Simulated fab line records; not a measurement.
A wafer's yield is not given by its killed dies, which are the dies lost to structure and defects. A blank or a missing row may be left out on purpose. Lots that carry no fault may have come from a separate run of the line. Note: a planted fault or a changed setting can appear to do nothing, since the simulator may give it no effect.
Matching of chambers -- flow n5-finfet -- 4 sister chambers for N5_BEOL_M15_TRENCH_ETCH_34 on rie-diel-01
The step etches SiO2 in C4F8/O2/Ar, target depth 872.93 nm, time 199 s. 4 wafers are shown with their chamber, then 8 later ones without.

## WAFERS, EACH WITH ITS CHAMBER
wafer,chamber,rf-vpp-V (V)
L079.6,0,2216
L081.4,1,2168
L082.5,2,2227
L090.2,3,2285

## WAFERS WHOSE CHAMBER IS MISSING
wafer,rf-vpp-V (V)
L090.4,2225
L090.5,2285
L091.1,2282
L091.4,2216
L091.6,2216
L094.1,2216
L094.2,2284
L094.5,2282

## EACH ONE'S CHAMBER
wafer,from the rows above,in truth
L090.4,2,2
L090.5,3,3
L091.1,3,3
L091.4,0,0
L091.6,0,0
L094.1,0,0
L094.2,3,3
L094.5,3,3
Placed correctly: 8 of 8. Can't be placed from these rows: 0. Wrongly placed: 0.
How it was worked out, from the rows above alone: a wafer's distance from a chamber is the root of the sum, over the readings, of the square of ((its reading less the chamber's mean) divided by the reading's scatter). The wafer belongs to the nearest chamber; if the next one is less than 2 further off, it can't be placed. A chamber's mean is the mean of its shown wafers. The scatter: root of mean squared gap, hidden wafer to nearest shown wafer, with one shown wafer a chamber.
